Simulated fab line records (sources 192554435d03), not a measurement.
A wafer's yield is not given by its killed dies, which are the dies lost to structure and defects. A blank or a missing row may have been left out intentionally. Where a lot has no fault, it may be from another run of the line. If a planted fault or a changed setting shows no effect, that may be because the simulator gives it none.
Chamber matching | flow n5Finfet | N5_STI_FIN_REVEAL_ALD_00 on aldSin-02: 4 sister chambers
The step deposits SiO2, target thk 1 nm, pulse time 1 s. 18 wafers are shown with their chamber, then 9 later ones without.

## EACH WAFER AND ITS CHAMBER
wafer  | chamber | heaterPowerW (W) | precursorPulseHeightRel
L074.3 | 0       | 477              | 1.030
L074.4 | 2       | 467              | 1.021
L074.5 | 0       | 483              | 1.000
L078.1 | 0       | 488              | 1.016
L078.2 | 1       | 480              | 1.048
L078.3 | 2       | 464              | 0.997
L078.4 | 3       | 430              | 1.022
L078.5 | 2       | 485              | 0.997
L078.6 | 1       | 463              | 0.990
L084.2 | 2       | 472              | 0.993
L084.3 | 3       | 438              | 1.001
L084.6 | 1       | 478              | 1.008
L087.3 | 2       | 473              | 1.001
L087.4 | 1       | 479              | 0.969
L087.6 | 0       | 471              | 1.029
L091.1 | 1       | 466              | 0.987
L091.2 | 0       | 472              | 0.992
L091.3 | 3       | 438              | 0.995

SIGNATURES (means of the wafers above)
reading                 | chamber 0 | chamber 1 | chamber 2 | chamber 3 | scatter within a chamber
heaterPowerW            | 478.20    | 473.20    | 472.20    | 435.33    | 7.42
precursorPulseHeightRel | 1.01340   | 1.00040   | 1.00180   | 1.00600   | 0.0201
Rule: for each reading, subtract the chamber's mean from the wafer's reading, divide by that reading's scatter and square the result; add these up over the readings and take the root, which gives the wafer's distance from the chamber. The wafer belongs to the nearest chamber; if the next one is less than 2 further off, it can't be placed. How the scatter is found: for the shown wafers, subtract from each reading the mean of its chamber, square and add these, divide the total by (wafers less chambers), then take the root.

## WAFERS WITHOUT THEIR CHAMBER
wafer  | heaterPowerW (W) | precursorPulseHeightRel
L091.4 | 478              | 0.984
L091.5 | 436              | 1.005
L091.6 | 478              | 1.008
L092.3 | 469              | 1.004
L092.5 | 464              | 1.017
L092.6 | 500              | 1.002
L096.1 | 473              | 1.003
L096.2 | 490              | 0.998
L096.6 | 482              | 0.994

## WHICH CHAMBER EACH WENT THROUGH
wafer  | from the rows above          | in truth
L091.4 | can't be placed: 1 or 2 or 0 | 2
L091.5 | 3                            | 3
L091.6 | can't be placed: 0 or 1 or 2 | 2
L092.3 | can't be placed: 2 or 1 or 0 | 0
L092.5 | can't be placed: 2 or 1 or 0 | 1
L092.6 | can't be placed: 0 or 1 or 2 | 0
L096.1 | can't be placed: 2 or 1 or 0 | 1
L096.2 | can't be placed: 0 or 1 or 2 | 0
L096.6 | can't be placed: 0 or 1 or 2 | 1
1 of 9 placed correctly. Unplaceable from these rows: 8, with the true chamber sitting among the candidates in 8. Placed wrongly: 0.
